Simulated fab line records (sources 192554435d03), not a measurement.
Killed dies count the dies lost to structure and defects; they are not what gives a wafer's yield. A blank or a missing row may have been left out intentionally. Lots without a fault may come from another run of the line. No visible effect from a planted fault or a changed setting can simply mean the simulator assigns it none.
fab line records	flow n5-finfet
record lots=7	wafers=21
route steps=1938 shown BEOL_M8@1377 BEOL_M9@1408 BEOL_M10@1476 BEOL_M11@1542 BEOL_M12@1605
start-h: the number of hours between the record's first day and the start of the first shown wafer of the lot	wait-h: how many hours have passed since the lot's step before this one	" identical to the entry in the row above	L1.1+2: one row covering several wafers at once	- no value present, or no start provided	* or withheld: withheld	< > ~ a bound
route shown NAME@n: names a module that has steps shown in the file, with the first one's number in the route	usual: mean/standard deviation taken from wafers without a fault	same: alike in all rows	chamber/n: place in a boat	sites: readings site by site	_std_site: the standard deviation of these	_edge_site: the outer-site mean with the inner-site mean subtracted	radius-mm: how far each site lies from the wafer's centre	mask NAME#n: copy n	behind: the most recent tool/chamber to have shaped the wafer	hold: the reason the lot was held/the length of the hold in hours/how it ended	device: transistor that didn't switch, given as n, p or np	end of line: tests run on the same wafers once the route is complete	a step given without rows: its recipe and nothing more	killed: the dies lost at the first sort to structure and to defects; this is not the yield of the wafer	map: a wafer's dies, x killed, . not, _ none there
set.NAME: the setting that was run; set.NAME@STEP: the one run at that earlier step	model.NAME: the simulator's own value behind a step, which no gauge read
lots with deliberately changed settings; one table per step, one row per wafer
## steps
# step N5_BEOL_M8_TRENCH_ETCH_37
# recipe chemistry=C4F6/O2	target-depth-a=934.78	target=SiCOH_lowk	time-s=31.2	ion-energy-ev=250	pressure-mtorr=30	source-w=345	bias-w=185	Ar_flow_sccm=300	C4F6_flow_sccm=10	O2_flow_sccm=10
lot.wafer	tool	chamber	start-h	wait-h	set.time-s	model.etch.depth-nm	model.BEOL_M8.feature-depth-nm
L078.1	rie-diel-03	0	-	-	31.2	93.84	93.8
L078.2	"	3	"	"	31.2	91.72	91.8
L078.6	"	2	"	"	31.2	88.72	88.8
L079.1	rie-diel-01	3	-	-	31.2	91.5	91.6
L079.3	"	1	"	"	34.37	103.3	103.4
L079.5	"	3	"	"	34.37	100.8	100.8
L080.2	rie-diel-06	2	-	-	31.2	93.82	93.8
L080.3	"	0	"	"	31.2	93.99	94
L080.4	"	3	"	"	25.33	74.55	74.6
L082.2	rie-diel-01	1	-	-	31.2	93.49	93.4
L082.5	"	0	"	"	31.2	94.12	94.2
L082.6	"	3	"	"	31.2	92.47	92.4
L084.4	rie-diel-01	1	-	-	28.43	87.12	87.2
L084.5	"	1	"	"	31.2	93.95	94
L084.6	"	2	"	"	31.2	94.32	94.4
L093.1	rie-diel-03	0	-	-	31.2	93.45	93.4
L093.3	"	3	"	"	31.2	92.06	92
L093.4	"	0	"	"	31.2	94.03	94
L097.1	rie-diel-03	1	-	-	31.2	92.9	92.8
L097.3	"	0	"	"	31.2	93.11	93.2
L097.6	"	2	"	"	31.2	93.01	93
# step N5_BEOL_M8_ETCH_41
# recipe chemistry=CH3F/O2	target=SiCN	target-depth-a=319	taper-deg=2	time-s=57.8	ion-energy-ev=120	mask-material=TiN	pressure-mtorr=30	source-w=395	bias-w=75	Ar_flow_sccm=150	CH3F_flow_sccm=30	O2_flow_sccm=20
# step N5_BEOL_M8_STRIP_80
# recipe chemistry=N2/H2	time-s=10	power-w=450	temp-c=40	pressure-mtorr=20	rf-frequency-hz=6e+07	bias-power-w=7	n2-flow-sccm=200	h2-flow-sccm=200
# step N5_BEOL_M8_OCD_MEAS_38
# usual trench-depth-nm=93.2/1.9
lot.wafer	tool	chamber	start-h	wait-h	set.time-s@BEOL_M8_TRENCH_ETCH_37	trench-depth-nm
L078.1	ocd-02	-	217.41	-	31.2	94.5
L078.2	"	-	"	"	31.2	91.9
L078.6	"	-	"	"	31.2	89.0
L079.1	ocd-01	-	222.75	-	31.2	91.0
L079.3	"	-	"	"	34.37	103.0
L079.5	"	-	"	"	34.37	100.9
L080.2	ocd-01	-	231.58	-	31.2	93.8
L080.3	"	-	"	"	31.2	94.2
L080.4	"	-	"	"	25.33	74.9
L082.2	ocd-02	-	244.72	-	31.2	93.0
L082.5	"	-	"	"	31.2	94.3
L082.6	"	-	"	"	31.2	92.3
L084.4	ocd-01	-	277.09	-	28.43	87.5
L084.5	"	-	"	"	31.2	93.7
L084.6	"	-	"	"	31.2	94.6
L093.1	ocd-01	-	315.90	-	31.2	93.5
L093.3	"	-	"	"	31.2	91.8
L093.4	"	-	"	"	31.2	94.7
L097.1	ocd-01	-	366.94	-	31.2	93.3
L097.3	"	-	"	"	31.2	93.1
L097.6	"	-	"	"	31.2	92.9
# step N5_BEOL_M8_CURE_75
# recipe temp-c=370	time-s=120	ambient=DMADMS/He	material=SiCOH_lowk
lot.wafer	tool	chamber	start-h	wait-h	set.time-s
L078.1+2+6	uv-cure-01	2	217.66	0.1	120
L079.1+5	uv-cure-02	2	222.95	0.0	104.6
L079.3	"	2	"	"	120
L080.2+3+4	uv-cure-02	2	231.82	0.1	120
L082.2+5+6	uv-cure-01	2	244.96	0.1	120
L084.4+6	uv-cure-02	1	277.52	0.3	120
L084.5	"	1	"	"	113.1
L093.1+3	uv-cure-02	0	316.09	0.0	102
L093.4	"	0	"	"	120
L097.1+3+6	uv-cure-02	1	367.13	0.0	120
# step N5_BEOL_M8_DEGAS_44
# recipe ambient=vacuum	temp-c=250	time-s=60
# step N5_BEOL_M8_PRE_CLEAN_45
# recipe gas=H2/He	time-s=30	temp-c=250
# step N5_BEOL_M8_ECD_50
# recipe material=Cu	target-thk-a=3000
# step N5_BEOL_M8_ANNEAL_51
# recipe temp-c=225	time-s=90	ambient=N2
# step N5_BEOL_M8_CMP_52
# recipe stop-on=SiCOH_lowk	t-overpolish-s=6.9	down-force-psi=1	platen-rpm=50	clearing-platen-down-force-psi=1.5	clearing-platen-rpm=50	post-cmp-clean=cu-alkaline	target-thk-nm=80	clearing-platen-pad-velocity-m-s=0.99484	pad-velocity-m-s=0.99484
lot.wafer	tool	chamber	start-h	wait-h	set.time-s@BEOL_M8_TRENCH_ETCH_37	model.Cu_of_BEOL_M8_ECD_50.thk-nm
L078.1	cmp-01	0	220.65	0.6	31.2	82
L078.2	"	1	"	"	31.2	78.6
L078.6	"	3	"	"	31.2	76
L079.1	cmp-04	1	224.73	0.3	31.2	78.4
L079.3	"	2	"	"	34.37	91.4
L079.5	"	0	"	"	34.37	88.2
L080.4	cmp-03	0	233.70	0.1	25.33	58.8
L080.2	"	1	"	"	31.2	79.2
L080.3	"	2	"	"	31.2	81.8
L082.2	cmp-01	0	248.54	0.2	31.2	82.2
L082.5	"	3	"	"	31.2	81
L082.6	"	0	"	"	31.2	80.2
L084.4	cmp-01	3	279.63	0.2	28.43	73.6
L084.6	"	3	"	"	31.2	81.2
L084.5	"	0	"	"	31.2	82.6
L093.1	cmp-04	3	318.96	0.5	31.2	80.2
L093.3	"	0	"	"	31.2	78.8
L093.4	"	2	"	"	31.2	81
L097.3+6	cmp-03	1	369.75	0.5	31.2	79.2
L097.1	"	2	"	"	31.2	80
# step N5_BEOL_M8_THK_MEAS_53
# recipe thk-meas-gauge=xrf	reads=Cu_of_BEOL_M8_ECD_50
# usual M8_THK=78.3/2.4
lot.wafer	tool	chamber	start-h	wait-h	set.time-s@BEOL_M8_TRENCH_ETCH_37	M8_THK[nm]
L078.1	film-metro-02	-	220.87	-	31.2	80.5
L078.2	"	-	"	"	31.2	77.0
L078.6	"	-	"	"	31.2	74.6
L079.1	film-metro-01	-	224.99	-	31.2	76.8
L079.3	"	-	"	"	34.37	90.1
L079.5	"	-	"	"	34.37	86.4
L080.2	film-metro-02	-	234.00	-	31.2	77.2
L080.3	"	-	"	"	31.2	79.8
L080.4	"	-	"	"	25.33	57.6
L082.2	film-metro-01	-	248.80	-	31.2	80.3
L082.5	"	-	"	"	31.2	79.1
L082.6	"	-	"	"	31.2	78.1
L084.4	film-metro-01	-	279.92	-	28.43	72.6
L084.5	"	-	"	"	31.2	81.2
L084.6	"	-	"	"	31.2	80.1
L093.1	film-metro-02	-	319.25	-	31.2	78.4
L093.3	"	-	"	"	31.2	77.2
L093.4	"	-	"	"	31.2	79.1
L097.1	film-metro-01	-	370.04	-	31.2	79.4
L097.3	"	-	"	"	31.2	79.1
L097.6	"	-	"	"	31.2	78.7
# step N5_BEOL_M8_PRE_CLEAN_55
# recipe gas=NH3	time-s=15	temp-c=withheld	rf-power-w=300
# step N5_BEOL_M8_DEP_56
# recipe material=SiCN	target-thk-a=100	temp-c=withheld	precursor=3MS/NH3	pressure-torr=3	rf-w=202	time-s=17.5
# step N5_BEOL_M8_RS_MEAS_57
# recipe thk-meas-gauge=four-point-probe	reads=Cu_of_BEOL_M8_ECD_50+Co_of_BEOL_M8_CVD_78+TaN_of_BEOL_M8_ALD_77
# usual M8_RS=0.288/0.0099
lot.wafer	tool	chamber	start-h	wait-h	set.time-s@BEOL_M8_TRENCH_ETCH_37	M8_RS[ohm/sq]
L078.1	film-metro-01	-	221.00	0.1	31.2	0.278
L078.2	"	-	"	"	31.2	0.292
L078.6	"	-	"	"	31.2	0.304
L079.1	film-metro-02	-	225.12	0.1	31.2	0.293
L079.3	"	-	"	"	34.37	0.245
L079.5	"	-	"	"	34.37	0.255
L080.2	film-metro-01	-	234.13	0.1	31.2	0.290
L080.3	"	-	"	"	31.2	0.279
L080.4	"	-	"	"	25.33	0.413
L082.2	film-metro-01	-	248.93	0.1	31.2	0.278
L082.5	"	-	"	"	31.2	0.282
L082.6	"	-	"	"	31.2	0.285
L084.4	film-metro-01	-	280.05	0.0	28.43	0.315
L084.5	"	-	"	"	31.2	0.276
L084.6	"	-	"	"	31.2	0.281
L093.1	film-metro-01	-	319.41	0.1	31.2	0.286
L093.3	"	-	"	"	31.2	0.292
L093.4	"	-	"	"	31.2	0.283
L097.1	film-metro-01	-	370.21	0.1	31.2	0.287
L097.3	"	-	"	"	31.2	0.290
L097.6	"	-	"	"	31.2	0.291
# step N5_BEOL_M9_COAT_05
# recipe resist=CAR-ArF	spin-rpm=1500	resist-thk-nm=90
lot.wafer	tool	chamber	start-h	wait-h	set.spin-rpm	model.CAR-ArF_of_BEOL_M9_COAT_05.thk-nm
L078.1+2	litho-track-02	0	-	-	1407	92.8
L078.6	"	0	"	"	1500	89.8
L079.1	litho-track-04	0	-	-	1500	90
L079.3	"	0	"	"	1650	85.8
L079.5	"	0	"	"	1500	89.8
L080.2+4	litho-track-05	0	-	-	1500	90
L080.3	"	0	"	"	1435	91.8
L082.2	litho-track-05	0	-	-	1500	90
L082.5+6	"	0	"	"	1500	90.2
L084.4	litho-track-04	0	-	-	1439	92.2
L084.5	"	0	"	"	1500	90.4
L084.6	"	0	"	"	1439	92
L093.1	litho-track-04	0	-	-	1550	88.8
L093.3	"	0	"	"	1550	89
L093.4	"	0	"	"	1550	88.6
L097.1+3+6	litho-track-04	0	-	-	1500	90.6
# step N5_BEOL_M9_EBR_07
# recipe solvent=PGMEA	ebr-width-mm=1.5
# step N5_BEOL_M9_SOFTBAKE_06
# recipe temp-c=110	time-s=60	resist=CAR-ArF
# step N5_BEOL_M9_EXPOSE_08
# recipe mask-id=M9	na=1.35	source-shape=dipole	sigma-inner=0.411	sigma-outer=0.611	polarization=te	dose-mj=53.75
# step N5_BEOL_M9_PEB_09
# recipe peb-temp-c=withheld	peb-time-s=60	resist=CAR-ArF
# step N5_BEOL_M9_DEVELOP_10
# recipe develop-time-s=30	developer=TMAH	resist=CAR-ArF	rinse-liquid=diw	dry=air-spin	dev-temp-c=23
lot.wafer	tool	chamber	start-h	wait-h	set.spin-rpm@BEOL_M9_COAT_05	model.CAR-ArF_of_BEOL_M9_COAT_05.thk-nm
L078.1	litho-track-04	0	-	-	1407	91.2
L078.2	"	0	"	"	1407	91
L078.6	"	0	"	"	1500	88
L079.1+5	litho-track-04	0	-	-	1500	88.2
L079.3	"	0	"	"	1650	84
L080.2	litho-track-02	0	-	-	1500	88.4
L080.3	"	0	"	"	1435	90.2
L080.4	"	0	"	"	1500	88.2
L082.2	litho-track-04	0	-	-	1500	88.2
L082.5+6	"	0	"	"	1500	88.6
L084.4	litho-track-05	0	-	-	1439	90.4
L084.5	"	0	"	"	1500	88.6
L084.6	"	0	"	"	1439	90.2
L093.1	litho-track-05	0	-	-	1550	87
L093.3	"	0	"	"	1550	87.2
L093.4	"	0	"	"	1550	86.8
L097.1	litho-track-02	0	-	-	1500	89
L097.3+6	"	0	"	"	1500	88.8
# step N5_BEOL_M9_ETCH_61
# recipe chemistry=CF4	target=SiARC	target-depth-a=390	mask-material=CAR-ArF	time-s=65	ion-energy-ev=80	pressure-mtorr=40	source-w=545	bias-w=36	Ar_flow_sccm=100	cf4-flow-sccm=100	ends=cleared
# usual etch-rf-on-time-s=65.0/1.5	rf-vpp-V=184.2/1.1
lot.wafer	tool	chamber	start-h	wait-h	set.source-w	set.spin-rpm@BEOL_M9_COAT_05	etch-rf-on-time-s	rf-vpp-V	model.CAR-ArF_of_BEOL_M9_COAT_05.thk-nm
L078.1	rie-diel-05	2	224.41	0.0	545	1407	65.0	183.2	58.2
L078.2	"	3	"	"	621.4	1407	58.1	174.7	58.2
L078.6	"	2	"	"	545	1500	64.7	183.9	55
L079.1	rie-diel-04	2	227.40	0.0	545	1500	63.4	183.7	55.6
L079.3	"	3	"	"	545	1650	65.8	183.0	51.2
L079.5	"	3	"	"	447.7	1500	78.5	197.8	55.4
L080.2	rie-diel-04	3	236.85	0.0	545	1500	65.5	183.7	55.6
L080.3	"	0	"	"	604	1435	58.9	177.3	57.4
L080.4	"	2	"	"	604	1500	58.3	179.2	55.4
L082.2	rie-diel-05	3	252.22	0.0	545	1500	65.6	182.9	55.4
L082.5	"	0	"	"	476.5	1500	72.7	193.4	55.8
L082.6	"	3	"	"	476.5	1500	74.5	191.4	55.6
L084.4	rie-diel-04	2	282.54	0.0	503.3	1439	67.4	190.1	57.8
L084.5	"	0	"	"	545	1500	64.3	184.0	56
L084.6	"	3	"	"	545	1439	64.7	182.7	57.4
L093.1	rie-diel-05	0	322.00	0.0	488.7	1550	71.9	192.8	54.2
L093.3	"	3	"	"	545	1550	66.5	182.4	54.2
L093.4	"	1	"	"	488.7	1550	72.4	191.3	54
L097.1	rie-diel-02	1	371.70	0.0	545	1500	64.2	183.3	56.2
L097.3	"	3	"	"	545	1500	62.0	185.3	56
L097.6	"	1	"	"	545	1500	64.0	183.3	56
# step N5_BEOL_M10_COAT_60
# recipe resist=SiARC	temp-c=220	time-s=60	spin-rpm=1500	resist-thk-nm=30
lot.wafer	tool	chamber	start-h	wait-h	set.spin-rpm	model.SiARC_of_BEOL_M10_COAT_60.thk-nm
L078.1+2	litho-track-03	0	-	-	1500	30.2
L078.6	"	0	"	"	1500	30
L079.1	litho-track-03	0	-	-	1500	30.2
L079.3	"	0	"	"	1627	28.8
L079.5	"	0	"	"	1627	29
L080.2+4	litho-track-01	0	-	-	1500	30
L080.3	"	0	"	"	1547	29.6
L082.2+6	litho-track-03	0	-	-	1500	30
L082.5	"	0	"	"	1658	28.6
L084.4	litho-track-01	0	-	-	1500	30
L084.5+6	"	0	"	"	1643	28.6
L093.1	litho-track-03	0	-	-	1596	29
L093.3	"	0	"	"	1596	29.2
L093.4	"	0	"	"	1500	30
L097.1+3+6	litho-track-05	0	-	-	1500	30
# step N5_BEOL_M10_COAT_05
# recipe resist=CAR-ArF	spin-rpm=1500	resist-thk-nm=90
# step N5_BEOL_M10_EBR_07
# recipe solvent=PGMEA	ebr-width-mm=1.5
# step N5_BEOL_M10_DESCUM_16
# recipe chemistry=O2	time-s=7.9	source-power-w=50	bias-power-w=20	pressure-mtorr=20	rf-frequency-hz=2.712e+07	temp-c=40	resist=CAR-ArF	o2-flow-sccm=225
# step N5_BEOL_M10_ETCH_61
# recipe chemistry=CF4	target=SiARC	target-depth-a=390	mask-material=CAR-ArF	time-s=65	ion-energy-ev=80	pressure-mtorr=40	source-w=545	bias-w=36	Ar_flow_sccm=100	cf4-flow-sccm=100	ends=cleared
lot.wafer	tool	chamber	start-h	wait-h	set.spin-rpm@BEOL_M10_COAT_60	model.etch.depth-nm	model.CAR-ArF_of_BEOL_M10_COAT_05.thk-nm
L078.1	rie-diel-01	0	231.55	0.0	1500	30.11	55
L078.2	"	3	"	"	1500	30.18	55.2
L078.6	"	2	"	"	1500	30	55.4
L079.1	rie-diel-01	1	237.38	0.0	1500	30.17	55.4
L079.3	"	0	"	"	1627	28.87	56.6
L079.5	"	0	"	"	1627	28.9	57
L080.2	rie-diel-03	3	245.84	0.0	1500	30.1	55.4
L080.3	"	1	"	"	1547	29.62	56
L080.4	"	0	"	"	1500	30.02	55.2
L082.2	rie-diel-01	2	260.66	0.0	1500	30.05	55.4
L082.5	"	1	"	"	1658	28.59	57
L082.6	"	2	"	"	1500	30	55.6
L084.4	rie-diel-01	3	289.42	0.0	1500	29.97	56
L084.5	"	3	"	"	1643	28.58	57
L084.6	"	0	"	"	1643	28.67	56.6
L093.1	rie-diel-03	0	329.50	0.0	1596	29.06	57
L093.3	"	3	"	"	1596	29.18	56.8
L093.4	"	1	"	"	1500	29.99	56.4
L097.1	rie-diel-03	0	378.60	0.0	1500	30.04	55.4
L097.3	"	2	"	"	1500	30.02	55.6
L097.6	"	2	"	"	1500	30.07	55.8
# step N5_BEOL_M10_ETCH_62
# recipe chemistry=N2/H2	target=SOC	target-depth-a=1100	overetch-a=220	mask-material=SiARC	temp-c=40	time-s=165	ion-energy-ev=200	pressure-mtorr=30	source-w=840	bias-w=150	n2-flow-sccm=200	h2-flow-sccm=200
lot.wafer	tool	chamber	start-h	wait-h	set.time-s	set.spin-rpm@BEOL_M10_COAT_60	model.SiARC_of_BEOL_M10_COAT_60.thk-nm
L078.1	rie-diel-01	0	231.60	0.0	165	1500	23.6
L078.2	"	3	"	"	165	1500	24
L078.6	"	2	"	"	132.1	1500	25
L079.1	rie-diel-01	1	237.43	0.0	165	1500	23.6
L079.3	"	0	"	"	165	1627	22.2
L079.5	"	0	"	"	195.3	1627	21.2
L080.2	rie-diel-03	3	245.89	0.0	165	1500	23.8
L080.3	"	1	"	"	165	1547	23.2
L080.4	"	0	"	"	165	1500	23.6
L082.2+6	rie-diel-01	2	260.71	0.0	133.1	1500	24.8
L082.5	"	1	"	"	133.1	1658	23.2
L084.4	rie-diel-01	3	289.47	0.0	130.7	1500	25
L084.5	"	3	"	"	130.7	1643	23.6
L084.6	"	0	"	"	165	1643	22.2
L093.1	rie-diel-03	0	329.55	0.0	140.7	1596	23.6
L093.3	"	3	"	"	165	1596	23
L093.4	"	1	"	"	165	1500	23.6
L097.1+6	rie-diel-03	0,2	378.65	0.0	165	1500	23.8
L097.3	"	2	"	"	165	1500	23.6
# step N5_BEOL_M11_COAT_60
# recipe resist=SiARC	temp-c=220	time-s=60	spin-rpm=1500	resist-thk-nm=30
lot.wafer	tool	chamber	start-h	wait-h	set.spin-rpm	model.SiARC_of_BEOL_M11_COAT_60.thk-nm
L078.1+2	litho-track-02	0	-	-	1500	30
L078.6	"	0	"	"	1557	29.4
L079.1+3	litho-track-04	0	-	-	1500	30.2
L079.5	"	0	"	"	1500	30
L080.2+3	litho-track-02	0	-	-	1577	29.2
L080.4	"	0	"	"	1577	29.4
L082.2	litho-track-01	0	-	-	1500	30.2
L082.5+6	"	0	"	"	1500	30
L084.4+5+6	litho-track-02	0	-	-	1500	30
L093.1	litho-track-04	0	-	-	1455	30.4
L093.3	"	0	"	"	1500	30
L093.4	"	0	"	"	1455	30.6
L097.1+3+6	litho-track-01	0	-	-	1500	30
# step N5_BEOL_M11_COAT_05
# recipe resist=CAR-ArF	spin-rpm=1500	resist-thk-nm=90
# step N5_BEOL_M11_EBR_07
# recipe solvent=PGMEA	ebr-width-mm=1.5
# step N5_BEOL_M11_DESCUM_16
# recipe chemistry=O2	time-s=7.9	source-power-w=50	bias-power-w=20	pressure-mtorr=20	rf-frequency-hz=2.712e+07	temp-c=40	resist=CAR-ArF	o2-flow-sccm=225
# step N5_BEOL_M11_ETCH_61
# recipe chemistry=CF4	target=SiARC	target-depth-a=390	mask-material=CAR-ArF	time-s=65	ion-energy-ev=80	pressure-mtorr=40	source-w=545	bias-w=36	Ar_flow_sccm=100	cf4-flow-sccm=100	ends=cleared
lot.wafer	tool	chamber	start-h	wait-h	set.spin-rpm@BEOL_M11_COAT_60	model.etch.depth-nm
L078.1	rie-diel-02	1	240.81	0.0	1500	29.93
L078.2	"	0	"	"	1500	30.04
L078.6	"	1	"	"	1557	29.42
L079.1	rie-diel-02	0	248.30	0.0	1500	30.11
L079.3	"	1	"	"	1500	30.17
L079.5	"	3	"	"	1500	30.05
L080.2	rie-diel-02	3	252.28	0.0	1577	29.3
L080.3	"	2	"	"	1577	29.25
L080.4	"	0	"	"	1577	29.36
L082.2	rie-diel-02	1	274.89	0.0	1500	30.15
L082.5	"	1	"	"	1500	30.08
L082.6	"	0	"	"	1500	30.09
L084.4	rie-diel-02	1	297.39	0.0	1500	29.96
L084.5	"	0	"	"	1500	29.9
L084.6	"	2	"	"	1500	30.02
L093.1	rie-diel-05	0	338.69	0.0	1455	30.5
L093.3	"	1	"	"	1500	30.03
L093.4	"	3	"	"	1455	30.66
L097.1+6	rie-diel-05	1	388.06	0.0	1500	30.03
L097.3	"	2	"	"	1500	30.06
# step N5_BEOL_M12_COAT_04
# recipe spin-rpm=1625	resist-thk-nm=400
lot.wafer	tool	chamber	start-h	wait-h	set.spin-rpm	model.coat_of_BEOL_M12_COAT_04.thk-nm
L078.1	litho-track-03	0	-	-	1625	399.6
L078.2	"	0	"	"	1798	381
L078.6	"	0	"	"	1625	398.8
L079.1	litho-track-02	0	-	-	1729	385
L079.3	"	0	"	"	1625	399.6
L079.5	"	0	"	"	1625	397.8
L080.2	litho-track-02	0	-	-	1625	401.4
L080.3	"	0	"	"	1625	400.4
L080.4	"	0	"	"	1713	390.2
L082.2+5	litho-track-03	0	-	-	1625	400.6
L082.6	"	0	"	"	1625	400.2
L084.4	litho-track-03	0	-	-	1625	403.8
L084.5	"	0	"	"	1625	403.2
L084.6	"	0	"	"	1625	404
L093.1	litho-track-03	0	-	-	1578	407.4
L093.3	"	0	"	"	1625	401
L093.4	"	0	"	"	1625	401.4
L097.1	litho-track-03	0	-	-	1625	400
L097.3	"	0	"	"	1625	401
L097.6	"	0	"	"	1625	402.2
## key
split step=N5_BEOL_M8_TRENCH_ETCH_37	setting=time-s	stated=31.2	by=wafer
response step=N5_BEOL_M8_TRENCH_ETCH_37	reading=model.etch.depth-nm	change=+0.996	per=1%	r=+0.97
response step=N5_BEOL_M8_TRENCH_ETCH_37	reading=model.BEOL_M8.feature-depth-nm	change=+0.992	per=1%	r=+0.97
response step=N5_BEOL_M8_OCD_MEAS_38	reading=trench-depth-nm	change=+0.986	per=1%	r=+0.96
response step=N5_BEOL_M8_CMP_52	reading=model.Cu_of_BEOL_M8_ECD_50.thk-nm	change=+1.12	per=1%	r=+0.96
response step=N5_BEOL_M8_THK_MEAS_53	reading=M8_THK	change=+1.08	per=1%	r=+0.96
response step=N5_BEOL_M8_RS_MEAS_57	reading=M8_RS	change=-0.00595	per=1%	r=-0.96
split step=N5_BEOL_M8_CURE_75	setting=time-s	stated=120	by=wafer
response none clear
split step=N5_BEOL_M9_COAT_05	setting=spin-rpm	stated=1500	by=wafer
response step=N5_BEOL_M9_COAT_05	reading=model.CAR-ArF_of_BEOL_M9_COAT_05.thk-nm	change=-0.428	per=1%	r=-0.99
response step=N5_BEOL_M9_DEVELOP_10	reading=model.CAR-ArF_of_BEOL_M9_COAT_05.thk-nm	change=-0.44	per=1%	r=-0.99
response step=N5_BEOL_M9_ETCH_61	reading=model.CAR-ArF_of_BEOL_M9_COAT_05.thk-nm	change=-0.446	per=1%	r=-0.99
split step=N5_BEOL_M9_ETCH_61	setting=source-w	stated=545	by=wafer
response step=N5_BEOL_M9_ETCH_61	reading=etch-rf-on-time-s	change=*	per=1%	r=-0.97
response step=N5_BEOL_M9_ETCH_61	reading=rf-vpp-V	change=-0.744	per=1%	r=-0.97
split step=N5_BEOL_M10_COAT_60	setting=spin-rpm	stated=1500	by=wafer
response step=N5_BEOL_M10_COAT_60	reading=model.SiARC_of_BEOL_M10_COAT_60.thk-nm	change=-0.142	per=1%	r=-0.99
response step=N5_BEOL_M10_ETCH_61	reading=model.etch.depth-nm	change=-0.141	per=1%	r=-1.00
response step=N5_BEOL_M10_ETCH_61	reading=model.CAR-ArF_of_BEOL_M10_COAT_05.thk-nm	change=+0.125	per=1%	r=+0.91
response step=N5_BEOL_M10_ETCH_62	reading=model.SiARC_of_BEOL_M10_COAT_60.thk-nm	slope=-0.15	per=1%	together-with=time-s@BEOL_M10_ETCH_62	explained=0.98
split step=N5_BEOL_M10_ETCH_62	setting=time-s	stated=165	by=wafer
response step=N5_BEOL_M10_ETCH_62	reading=model.SiARC_of_BEOL_M10_COAT_60.thk-nm	slope=-0.0605	per=1%	together-with=spin-rpm@BEOL_M10_COAT_60	explained=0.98
split step=N5_BEOL_M11_COAT_60	setting=spin-rpm	stated=1500	by=wafer
response step=N5_BEOL_M11_COAT_60	reading=model.SiARC_of_BEOL_M11_COAT_60.thk-nm	change=-0.161	per=1%	r=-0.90
response step=N5_BEOL_M11_ETCH_61	reading=model.etch.depth-nm	change=-0.161	per=1%	r=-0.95
split step=N5_BEOL_M12_COAT_04	setting=spin-rpm	stated=1625	by=wafer
response step=N5_BEOL_M12_COAT_04	reading=model.coat_of_BEOL_M12_COAT_04.thk-nm	change=-1.86	per=1%	r=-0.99
